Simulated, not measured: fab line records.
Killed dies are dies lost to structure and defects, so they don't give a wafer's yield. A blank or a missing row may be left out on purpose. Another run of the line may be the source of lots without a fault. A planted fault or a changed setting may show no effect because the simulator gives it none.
fab line records    flow n5-finfet
record lots=8  wafers=24  last-day=18
route steps=1938 shown ZERO_LAYER@14 WELL_APT@31 PMOS_HMC_CHANNEL_EPI@71 BEOL_M4@1111 PASSIVATION@1936
lots that met no fault: from a run of the same line without faults
start-h: hours from the record's opening day to when the first of the lot's shown wafers began    wait-h: time in hours since the lot's previous step    " identical to the entry in the row above    L1.1+2: one row covering several wafers at once    - no value present, or no start provided    * or withheld: withheld    < > ~ a bound
route shown NAME@n: names a module that has steps shown in the file, with the first one's number in the route    usual: mean and standard deviation over wafers with no fault    same: alike in all rows    chamber/n: place in a boat    sites: the reading at each site    _std_site: their standard deviation    _edge_site: inner sites' mean taken away from outer sites' mean    radius-mm: for every site, how far away it sits from the centre of the wafer    mask NAME#n: copy n    behind: tool/chamber where the wafer was last shaped    hold: why the lot went on hold/how many hours it stayed there/how the hold came to an end    device: transistor that didn't switch, given as n, p or np    end of line: at the end of the route, the tests of the same wafers    a step with no rows: only its recipe    killed: count of dies lost to structure and defects at first sort (not the wafer's yield)    map: per-die view of a wafer (x killed, . not killed, _ where there is no die)
set.NAME: setting as actually run; set.NAME@STEP: the setting as run at that earlier step    model.NAME: the simulator's own value behind a step, which no gauge read
a sample of lots followed through the steps of the route, with each step as a table and each wafer as a row
services: when a tool's chamber went out of use (start-h, in hours from the record's first day, below 0 if earlier), for how many hours, and the reason
## steps
# step N5_ZERO_LAYER_DESCUM_16
# recipe chemistry=O2  time-s=7.9  source-power-w=50  bias-power-w=20  pressure-mtorr=20  rf-frequency-hz=2.712e+07  temp-c=40  o2-flow-sccm=225
# usual drypump-motor-current-A=5.6/0.49  oes-product-au=0.76/0.054  rf-fwd-power-W=49.45/0.2  rf-vpp-V=243.1/1.2  showerhead-plenum-p-Torr=2.10/0.055  throttle-valve-pct=20.53/0.15
# same time-s=7.9
lot.wafer  tool         chamber  start-h  wait-h  drypump-motor-current-A  oes-product-au  rf-fwd-power-W  rf-hours-counter-h  rf-vpp-V  showerhead-plenum-p-Torr  throttle-valve-pct
L760.2     rie-diel-04  0        13.39    0.6     6.2                      0.77            49.31           142                 242.4     2.10                      20.43
L760.3     "            3        "        "       5.0                      0.72            49.46           193                 243.8     2.09                      20.63
L760.5     "            2        "        "       6.6                      0.71            49.40           -                   242.6     1.99                      20.36
L770.1     rie-diel-03  2        72.83    0.0     5.1                      0.69            49.49           216                 244.4     2.16                      20.29
L770.5     "            0        "        "       5.5                      0.92            49.43           -                   244.7     2.06                      20.41
L770.6     "            3        "        "       5.6                      0.78            49.40           -                   243.9     2.20                      20.76
L771.2     rie-diel-04  3        79.12    0.4     5.0                      0.71            49.41           214                 241.8     2.08                      20.67
L771.3     "            2        "        "       6.5                      0.71            49.59           211                 241.6     1.99                      20.36
L771.5     "            3        "        "       4.9                      0.70            49.31           -                   241.9     2.08                      20.67
L772.1     rie-diel-05  2        84.68    0.0     5.3                      0.75            49.55           147                 242.6     2.11                      20.36
L772.5     "            3        "        "       5.8                      0.78            49.42           -                   243.2     2.10                      20.46
L772.6     "            2        "        "       5.2                      0.76            49.50           -                   245.3     2.11                      20.36
L773.2     rie-diel-04  1        90.81    0.0     5.5                      0.81            49.24           92                  243.4     2.11                      20.72
L773.3     "            2        "        "       6.5                      0.70            49.62           214                 241.0     1.98                      20.37
L773.5     "            2        "        "       6.5                      0.70            49.53           -                   242.7     1.98                      20.39
L781.2     rie-diel-05  2        139.18   0.5     5.2                      0.72            49.72           166                 242.9     2.10                      20.40
L781.3     "            0        "        "       5.8                      0.74            49.72           179                 245.5     2.20                      20.71
L781.4     "            1        "        "       5.6                      0.71            49.45           179                 242.9     2.09                      20.55
L782.2     rie-diel-05  1        144.68   0.0     5.6                      0.72            49.16           181                 242.9     2.09                      20.57
L782.3     "            2        "        "       5.3                      0.73            49.60           168                 241.9     2.10                      20.40
L782.6     "            2        "        "       5.3                      0.73            49.74           -                   243.7     2.10                      20.42
L783.1     rie-diel-03  2        150.73   0.0     5.1                      0.68            49.50           240                 244.6     2.15                      20.33
L783.5     "            1        "        "       5.1                      0.78            49.64           -                   243.1     2.12                      20.64
L783.6     "            0        "        "       5.5                      0.87            49.23           -                   242.3     2.05                      20.43
# step N5_WELL_APT_DESCUM_13
# recipe chemistry=O2  time-s=7.9  source-power-w=50  bias-power-w=20  pressure-mtorr=20  rf-frequency-hz=2.712e+07  temp-c=40  o2-flow-sccm=225
# usual drypump-motor-current-A=5.7/0.52  oes-product-au=0.75/0.08  rf-fwd-power-W=49.69/0.18  rf-vpp-V=242.7/1.1  showerhead-plenum-p-Torr=2.05/0.052  throttle-valve-pct=20.46/0.25
# same time-s=7.9
lot.wafer  tool         chamber  start-h  wait-h  drypump-motor-current-A  oes-product-au  rf-fwd-power-W  rf-hours-counter-h  rf-vpp-V  showerhead-plenum-p-Torr  throttle-valve-pct
L760.2     rie-diel-02  0        14.35    0.0     5.6                      0.77            49.70           136                 242.0     2.01                      20.45
L760.3     "            1        "        "       5.4                      0.70            49.67           186                 242.2     1.99                      20.38
L760.5     "            1        "        "       5.3                      0.71            49.90           -                   241.6     1.99                      20.38
L770.1     rie-diel-02  1        73.79    0.0     5.3                      0.69            49.82           206                 241.4     1.98                      20.40
L770.5     "            0        "        "       5.5                      0.74            49.68           -                   240.9     2.01                      20.46
L770.6     "            1        "        "       5.3                      0.69            49.65           -                   240.4     1.98                      20.41
L771.2     rie-diel-01  1        80.08    0.0     6.7                      0.71            49.53           221                 243.7     2.06                      20.80
L771.3     "            3        "        "       6.1                      0.69            49.58           236                 242.5     2.08                      20.89
L771.5     "            3        "        "       6.1                      0.69            49.39           -                   242.7     2.08                      20.87
L772.1     rie-diel-02  1        85.79    0.0     5.4                      0.69            49.71           210                 242.1     1.98                      20.42
L772.5     "            1        "        "       5.4                      0.69            49.37           -                   242.3     1.98                      20.42
L772.6     "            0        "        "       5.6                      0.74            49.63           -                   242.8     2.00                      20.48
L773.2     rie-diel-01  0        91.77    0.0     6.0                      0.81            49.81           83                  244.1     2.10                      20.21
L773.3     "            3        "        "       6.1                      0.68            49.81           239                 243.9     2.08                      20.90
L773.5     "            2        "        "       5.1                      0.70            50.06           -                   243.5     2.07                      20.39
L781.2     rie-diel-01  1        140.83   0.6     6.7                      0.68            49.35           250                 243.5     2.05                      20.85
L781.3     "            2        "        "       5.1                      0.70            49.83           241                 243.0     2.07                      20.41
L781.4     "            0        "        "       6.0                      0.79            49.77           -                   243.1     2.09                      20.23
L782.2     rie-diel-01  0        145.64   0.0     6.0                      0.78            49.71           109                 243.3     2.09                      20.24
L782.3     "            3        "        "       6.1                      0.97            49.70           2                   243.4     2.08                      20.51
L782.6     "            2        "        "       5.1                      0.69            49.79           -                   244.4     2.06                      20.42
L783.1     rie-diel-01  0        151.84   0.2     6.0                      0.78            49.69           112                 243.9     2.09                      20.26
L783.5     "            0        "        "       6.0                      0.78            49.67           -                   243.2     2.09                      20.26
L783.6     "            3        "        "       6.1                      0.95            49.74           -                   242.9     2.08                      20.50
# step N5_WELL_APT_IMPLANT_15
# recipe species=As  energy-kev=25  dose-cm2=1.5e+13  tilt-deg=0  rotation-deg=0
# usual dose-ions-cm2=1.4998e+13/1.5e+10  end-station-pressure-torr=5.15e-06/3e-07  faraday-current-uA=191/4.1
lot.wafer  tool          chamber  start-h  wait-h  dose-ions-cm2  end-station-pressure-torr  faraday-current-uA
L760.2     implanter-01  0        14.66    0.1     1.5004e+13     5.4e-06                    190
L760.3     "             0        "        "       1.4962e+13     4.82e-06                   195
L760.5     "             0        "        "       1.4996e+13     4.89e-06                   179
L770.1     implanter-01  0        74.07    0.1     4.724e+12      5.1e-06                    61
L770.5     "             0        "        "       4.739e+12      5.47e-06                   60
L770.6     "             0        "        "       4.727e+12      5.06e-06                   58
L771.2     implanter-01  0        80.39    0.1     4.751e+12      5.47e-06                   59
L771.3     "             0        "        "       4.743e+12      4.61e-06                   58
L771.5     "             0        "        "       4.751e+12      4.66e-06                   60
L772.1     implanter-02  0        86.06    0.1     1.5011e+13     5.48e-06                   195
L772.5     "             0        "        "       1.4996e+13     5.41e-06                   184
L772.6     "             0        "        "       1.4996e+13     4.93e-06                   191
L773.2     implanter-01  0        92.08    0.1     4.726e+12      5.19e-06                   61
L773.3     "             0        "        "       4.733e+12      5.47e-06                   61
L773.5     "             0        "        "       4.749e+12      4.89e-06                   58
L781.2     implanter-02  0        141.14   0.1     1.4993e+13     5.32e-06                   190
L781.3     "             0        "        "       1.4996e+13     5.25e-06                   194
L781.4     "             0        "        "       1.4995e+13     5.52e-06                   186
L782.2     implanter-01  0        145.95   0.1     1.4992e+13     5e-06                      188
L782.3     "             0        "        "       1.4964e+13     5.48e-06                   188
L782.6     "             0        "        "       1.5023e+13     5.42e-06                   201
L783.1     implanter-02  0        152.12   0.1     1.4998e+13     4.83e-06                   192
L783.5     "             0        "        "       1.5011e+13     4.98e-06                   189
L783.6     "             0        "        "       1.501e+13      4.82e-06                   186
# step N5_PMOS_HMC_CHANNEL_EPI_STRIP_33
# recipe chemistry=N2/H2  power-w=500  temp-c=40  pressure-mtorr=50  rf-frequency-hz=6e+07  overash-fraction=0.3  bias-power-w=8  h2-frac=0.5  n2-flow-sccm=300  h2-flow-sccm=300
# usual drypump-motor-current-A=5.5/0.42  h2-flow-sccm=299.9/0.83  oes-product-au=0.77/0.072  power-w=500.2/1.5  rf-vpp-V=54.2/1.8  showerhead-plenum-p-Torr=3.37/0.081  throttle-valve-pct=18.95/0.29
lot.wafer  tool         chamber  start-h  wait-h  drypump-motor-current-A  h2-flow-sccm  oes-product-au  power-w  rf-hours-counter-h  rf-vpp-V  showerhead-plenum-p-Torr  throttle-valve-pct
L760.2     rie-diel-03  2        18.04    0.0     5.1                      299.9         0.71            496.6    202                 54.6      3.45                      18.64
L760.3     "            0        "        "       5.5                      298.9         0.98            498.5    5                   52.2      3.31                      18.96
L760.5     "            3        "        "       5.6                      301.2         0.81            501.0    -                   55.2      3.51                      18.74
L770.1     rie-diel-03  3        77.93    0.0     5.6                      300.1         0.78            501.6    129                 55.0      3.50                      18.83
L770.5     "            1        "        "       5.1                      298.4         0.81            498.8    -                   55.9      3.35                      18.81
L770.6     "            2        "        "       5.1                      301.7         0.69            499.8    -                   58.4      3.44                      18.67
L771.2     rie-diel-03  2        83.53    0.0     5.1                      299.0         0.69            501.5    219                 54.0      3.44                      18.65
L771.3     "            3        "        "       5.6                      301.0         0.79            500.4    130                 55.1      3.50                      18.80
L771.5     "            3        "        "       5.6                      299.8         0.79            502.1    -                   53.1      3.50                      18.81
L772.1     rie-diel-03  3        89.92    0.0     5.6                      301.5         0.79            503.2    131                 56.0      3.50                      18.79
L772.5     "            3        "        "       5.6                      299.6         0.78            500.8    -                   53.7      3.50                      18.80
L772.6     "            2        "        "       5.1                      299.1         0.70            500.7    -                   51.0      3.44                      18.70
L773.2     rie-diel-04  1        95.48    0.0     5.5                      298.8         0.81            499.1    93                  52.3      3.38                      19.11
L773.3     "            2        "        "       6.6                      300.5         0.69            499.5    215                 54.0      3.20                      19.54
L773.5     "            1        "        "       5.6                      300.2         0.82            500.1    -                   54.2      3.38                      19.09
L781.2     rie-diel-05  2        144.41   0.0     5.3                      300.0         0.73            500.2    168                 48.9      3.34                      18.66
L781.3     "            0        "        "       5.8                      300.0         0.75            499.0    181                 54.2      3.47                      18.86
L781.4     "            3        "        "       5.9                      298.4         0.75            498.3    154                 56.5      3.37                      19.59
L782.2     rie-diel-05  0        149.60   0.0     5.8                      299.0         0.73            500.2    183                 52.2      3.47                      18.84
L782.3     "            3        "        "       5.8                      299.1         0.74            499.1    156                 54.3      3.37                      19.61
L782.6     "            3        "        "       5.8                      298.9         0.75            500.4    -                   56.9      3.37                      19.63
L783.1     rie-diel-05  0        155.66   0.0     5.8                      301.2         0.73            501.0    184                 53.7      3.47                      18.86
L783.5     "            0        "        "       5.8                      299.7         0.74            499.0    -                   53.6      3.46                      18.82
L783.6     "            1        "        "       5.6                      300.6         0.71            502.0    -                   54.2      3.36                      18.96
# step N5_BEOL_M4_RC_MEAS_101
# usual CJ_P=5.78/0.19  DIBL_N=36.2/1.6  DIBL_P=36.1/2  IOFF_N=0.16/0.032  IOFF_P=0.22/0.036  ION_N=672/11  ION_P=463/7.5  SS_N=71.4/0.58  SS_P=73.2/0.67  VT_N=250/3.3  VT_P=-250/3.3
lot.wafer  tool       chamber  start-h  wait-h  CJ_P  DIBL_N[mV/V]  DIBL_P[mV/V]  IOFF_N[nA/um]  IOFF_P[nA/um]  ION_N[uA/um]  ION_P[uA/um]  SS_N[mV/dec]  SS_P[mV/dec]  VT_N[mV]  VT_P[mV]
L760.2     prober-02  0        172.98   0.2     6.09  36.6          37.3          0.13           0.17           652           446           71.1          72.5          254       -257
L760.3     "          0        "        "       5.60  37.2          38.7          0.17           0.19           679           456           72.3          74.0          247       -251
L760.5     "          0        "        "       5.66  34.5          35.6          0.12           0.15           660           444           70.7          72.3          255       -256
L770.1     prober-02  0        234.37   0.0     3.34  36.8          40.7          0.18           0.35           673           468           71.7          75.4          248       -248
L770.5     "          0        "        "       3.43  36.4          38.8          0.18           0.28           676           476           71.3          74.7          249       -249
L770.6     "          0        "        "       3.19  34.8          37.1          0.15           0.26           676           470           71.6          74.5          248       -246
L771.2     prober-01  0        238.05   0.2     3.26  35.3          39.3          0.15           0.35           675           481           71.6          74.4          250       -244
L771.3     "          0        "        "       3.18  36.7          39.5          0.18           0.33           681           480           72.1          74.5          247       -241
L771.5     "          0        "        "       3.19  36.0          38.4          0.15           0.29           677           477           71.7          74.3          250       -245
L772.1     prober-02  0        246.98   0.0     6.08  33.7          33.0          0.12           0.19           657           461           70.5          72.0          252       -246
L772.5     "          0        "        "       5.75  35.4          35.0          0.15           0.23           681           468           71.2          72.8          250       -245
L772.6     "          0        "        "       6.10  36.2          35.8          0.18           0.23           686           474           71.4          73.0          247       -244
L773.2     prober-02  0        253.70   0.2     3.24  37.5          41.5          0.22           0.32           680           469           71.8          74.9          243       -248
L773.3     "          0        "        "       3.33  39.5          43.9          0.26           0.38           693           481           73.1          75.2          243       -244
L773.5     "          0        "        "       3.11  37.5          41.1          0.20           0.30           690           477           71.6          74.6          245       -248
L781.2     prober-02  0        294.98   0.2     5.69  33.0          30.8          0.11           0.15           649           449           71.1          72.6          257       -254
L781.3     "          0        "        "       5.95  38.4          38.8          0.20           0.27           676           463           71.9          74.0          248       -244
L781.4     "          0        "        "       5.82  35.4          34.2          0.13           0.19           670           463           71.2          72.6          251       -249
L782.2     prober-02  0        323.01   0.2     5.67  33.9          34.4          0.12           0.17           661           464           70.6          71.7          254       -253
L782.3     "          0        "        "       5.81  35.4          37.0          0.14           0.20           679           466           70.3          72.9          253       -249
L782.6     "          0        "        "       5.62  34.7          36.1          0.13           0.19           669           466           70.5          72.2          254       -252
L783.1     prober-02  0        339.85   0.0     5.57  38.7          39.5          0.20           0.25           694           469           72.4          73.6          244       -246
L783.5     "          0        "        "       5.61  36.5          37.2          0.16           0.22           679           470           72.2          73.4          250       -247
L783.6     "          0        "        "       5.61  34.7          35.7          0.13           0.20           661           465           71.4          72.2          252       -252
# step N5_PASSIVATION_PROBE_49
# usual defect-limited-yield=91.4/1.3  killed_at_M0_to_M3=34/10  killed_at_M4_up=14/5.6  killed-at-contacts=13/5.9  killed-at-front-end=37/9.9  killed-at-other=3.5/2.8  killed-dies=101/15  killed-open=67/12  killed-short=32/6.6  sort_bin_4_leakage=0.00/0.014  sort_bin_5_function=5.0/0.81  sort_bin_6_memory=3.2/0.66  sort_bin_8_speed=0.00/0.007  sort-n-pass=1079/15  sort-yield-pct=91.4/1.3
# same gross-dies=1180  killed-at-back-side=0
lot.wafer  tool       chamber  start-h  wait-h  defect-limited-yield[%]  killed_at_M0_to_M3  killed_at_M4_up  killed-at-contacts  killed-at-front-end  killed-at-other  killed-dies  killed-open  killed-short  sort_bin_4_leakage[%]  sort_bin_5_function[%]  sort_bin_6_memory[%]  sort_bin_8_speed[%]  sort-n-pass  sort-yield-pct[%]
L770.1     prober-02  -        337.09   0.0     91.9                     45                  8                10                  29                   4                96           68           28            0.17                   4.9                     3.1                   0                    1082         91.7
L770.5     prober-02  -        337.29   0.2     90.5                     43                  18               4                   46                   1                112          78           34            0                      5.3                     4.0                   0                    1068         90.5
L770.6     prober-02  -        337.34   0.3     89.1                     57                  11               11                  45                   5                129          86           43            0                      6.4                     4.2                   0                    1051         89.1
L771.2     prober-01  -        342.33   0.1     92.4                     20                  13               21                  34                   2                90           60           29            0.08                   4.5                     2.9                   0                    1089         92.3
L771.3     prober-01  -        342.38   0.1     92.6                     17                  10               16                  36                   8                87           52           30            0                      3.6                     2.7                   0                    1093         92.6
L771.5     prober-01  -        342.48   0.2     92.3                     20                  11               18                  39                   3                91           58           30            0                      5.1                     2.2                   0                    1089         92.3
L772.1     prober-01  -        352.87   0.0     91.3                     35                  16               16                  33                   3                103          72           28            0                      5.6                     2.7                   0                    1077         91.3
L772.5     prober-01  -        353.07   0.2     92.0                     18                  35               6                   33                   2                94           65           29            0                      5.1                     2.5                   0                    1086         92.0
L772.6     prober-01  -        353.12   0.3     92.0                     13                  17               7                   54                   3                94           66           27            0                      4.1                     3.6                   0                    1086         92.0
L773.2     prober-02  -        359.23   0.1     93.7                     18                  13               22                  16                   5                74           42           32            0                      3.4                     2.7                   0                    1106         93.7
L773.3     prober-02  -        359.28   0.1     92.3                     19                  10               36                  22                   4                91           62           29            0.08                   4.9                     2.6                   0                    1088         92.2
L773.5     prober-02  -        359.38   0.2     90.8                     29                  10               25                  44                   0                108          66           42            0                      5.4                     3.6                   0                    1072         90.8
# killed by level:class
L770.1 BEOL_M0_SAQP:geometric-particle:open=9 MOL_CONTACT_COAG:geometric-particle:open=8 BEOL_M2:geometric-particle:open=8 STI_FIN_REVEAL:geometric-particle:open=7 BEOL_M0_SAQP:geometric-particle:short=7 BEOL_M3:geometric-particle:open=7 BEOL_M1:geometric-particle:open=6 FIN_SAQP:geometric-particle:short=4
L770.5 BEOL_M2:geometric-particle:open=15 STI_FIN_REVEAL:geometric-particle:open=11 BEOL_M0_SAQP:geometric-particle:short=7 BEOL_M5:geometric-particle:open=6 FIN_SAQP:geometric-particle:open=6 BEOL_M4:geometric-particle:open=6 BEOL_M1:geometric-particle:open=5 BEOL_M3:geometric-particle:open=5
L770.6 BEOL_M0_SAQP:geometric-particle:short=14 BEOL_M0_SAQP:geometric-particle:open=13 BEOL_M1:geometric-particle:open=11 DUMMY_GATE:geometric-particle:open=9 MOL_CONTACT_COAG:geometric-particle:open=9 FIN_SAQP:geometric-particle:short=7 STI_FIN_REVEAL:geometric-particle:open=7 BEOL_M2:geometric-particle:open=7
L771.2 MOL_CONTACT_COAG:geometric-particle:open=15 FIN_SAQP:geometric-particle:open=6 MOL_CONTACT_COAG:geometric-particle:short=6 BEOL_M4:geometric-particle:open=6 FIN_SAQP:geometric-particle:short=5 BEOL_M0_SAQP:geometric-particle:open=5 DUMMY_GATE:geometric-particle:open=4 BEOL_M0_SAQP:geometric-particle:short=4
L771.3 MOL_CONTACT_COAG:geometric-particle:open=14 FIN_SAQP:geometric-particle:short=8 FIN_SAQP:geometric-particle:open=7 BEOL_M4:geometric-particle:open=6 STI_FIN_REVEAL:geometric-particle:open=5 HKMG_FIN:area-etch=5 BEOL_M0_SAQP:geometric-particle:short=4 BEOL_M2:geometric-particle:open=4
L771.5 MOL_CONTACT_COAG:geometric-particle:open=15 FIN_SAQP:geometric-particle:open=9 FIN_SAQP:geometric-particle:short=7 BEOL_M0:geometric-particle:open=6 BEOL_M0_SAQP:geometric-particle:open=6 DUMMY_GATE:geometric-particle:open=5 GATE_CUT:geometric-particle:open=4 STARTING-WAFER:geometric-particle:short=4
L772.1 MOL_CONTACT_COAG:geometric-particle:open=14 STI_FIN_REVEAL:geometric-particle:open=12 FIN_SAQP:geometric-particle:open=9 BEOL_M2:geometric-particle:open=7 BEOL_M4:geometric-particle:open=7 BEOL_M3:geometric-particle:short=5 BEOL_M1:geometric-particle:open=5 BEOL_M0_SAQP:geometric-particle:short=4
L772.5 BEOL_M4:geometric-particle:open=16 STI_FIN_REVEAL:geometric-particle:open=10 BEOL_M5:geometric-particle:open=9 DUMMY_GATE:geometric-particle:open=7 BEOL_M0_SAQP:geometric-particle:open=7 BEOL_M0_SAQP:geometric-particle:short=6 FIN_SAQP:geometric-particle:short=4 MOL_CONTACT_COAG:geometric-particle:open=4
L772.6 FIN_SAQP:geometric-particle:open=18 STI_FIN_REVEAL:geometric-particle:open=13 FIN_SAQP:geometric-particle:short=8 BEOL_M4:geometric-particle:open=6 BEOL_M1:geometric-particle:open=5 MOL_CONTACT_COAG:geometric-particle:open=4 BEOL_M6:geometric-particle:open=4 DUMMY_GATE:geometric-particle:open=3
L773.2 MOL_CONTACT_COAG:geometric-particle:open=13 MOL_CONTACT_COAG:geometric-particle:short=9 BEOL_M4:geometric-particle:open=6 BEOL_M2:geometric-particle:open=5 FIN_SAQP:geometric-particle:short=4 BEOL_M0_SAQP:geometric-particle:short=4 STI_FIN_REVEAL:geometric-particle:open=3 ILD0:geometric-particle:short=2
L773.3 MOL_CONTACT_COAG:geometric-particle:open=27 MOL_CONTACT_COAG:geometric-particle:short=9 STI_FIN_REVEAL:geometric-particle:open=7 BEOL_M1:geometric-particle:open=7 STARTING-WAFER:geometric-particle:open=4 STI_FIN_REVEAL:geometric-particle:short=3 ILD0:geometric-particle:short=3 BEOL_M0_SAQP:geometric-particle:open=3
L773.5 STI_FIN_REVEAL:geometric-particle:open=17 MOL_CONTACT_COAG:geometric-particle:open=16 FIN_SAQP:geometric-particle:short=9 MOL_CONTACT_COAG:geometric-particle:short=9 BEOL_M2:geometric-particle:open=8 BEOL_M3:geometric-particle:short=8 STI_FIN_REVEAL:geometric-particle:short=7 BEOL_M0_SAQP:geometric-particle:open=5
## services
tool          chamber  start-h  hours  kind
rie-diel-01   -        -8.45    0.6    repair
rie-diel-04   0        -4.85    1.6    repair
rie-diel-05   3        8.70     8.3    repair
rie-diel-04   1        20.40    7.2    repair
implanter-02  -        23.71    3.1    pm
rie-diel-04   2        34.66    7.4    repair
rie-diel-03   2        63.50    4.4    repair
rie-diel-05   3        63.51    2.7    repair
rie-diel-03   -        78.65    2.5    repair
rie-diel-02   -        96.68    28.1   pm
rie-diel-01   -        105.62   2.8    pm
rie-diel-01   3        118.77   -      clean
rie-diel-01   3        118.77   -      consumable-replace:focus-ring
rie-diel-01   3        118.77   22.9   scheduled-down
rie-diel-01   3        118.77   22.9   vent-cycle
rie-diel-04   -        118.88   14.6   pm
rie-diel-02   3        126.12   3.5    repair
implanter-01  -        131.29   2.1    repair
rie-diel-01   1        141.67   -      clean
rie-diel-01   1        141.67   -      consumable-replace:focus-ring
rie-diel-01   1        141.67   20.2   scheduled-down
implanter-01  -        142.18   2.9    repair
rie-diel-02   3        143.67   19.0   repair
implanter-01  -        147.28   3.0    pm
## key
first-sign step=N5_WELL_APT_IMPLANT_15  reading=dose-ions-cm2  direction=down  sigmas=99+  usual=1.4998e+13  struck=4.738e+12
effect step=N5_WELL_APT_IMPLANT_15  reading=faraday-current-uA  direction=down  sigmas=32  usual=191  struck=60
effect step=N5_BEOL_M4_RC_MEAS_101  reading=CJ_P  direction=down  sigmas=14  usual=5.78  struck=3.25
effect step=N5_BEOL_M4_RC_MEAS_101  reading=IOFF_P  direction=up  sigmas=2.9  usual=0.22  struck=0.32  wafers-moved=5
effect step=N5_BEOL_M4_RC_MEAS_101  reading=SS_P  direction=up  sigmas=2.3  usual=73.2  struck=74.7  wafers-moved=3
effect step=N5_BEOL_M4_RC_MEAS_101  reading=DIBL_P  direction=up  sigmas=1.9  usual=36.1  struck=40.0
met-at N5_WELL_APT_IMPLANT_15
struck-lots L770,L771,L773
not-acting-at N5_ZERO_LAYER_DESCUM_16,N5_WELL_APT_DESCUM_13,N5_PMOS_HMC_CHANNEL_EPI_STRIP_33
onset-between 14.66 74.07
fault kind=process-parameter-drift  tool=implanter-01  chamber=-  onset-h=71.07  steps=N5_WELL_APT_IMPLANT_15  channel=dose-cm2  offset=-1.026e+13  shape=step  end-h=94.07  acts-in=these-recipes-only  stated=1.5e+13
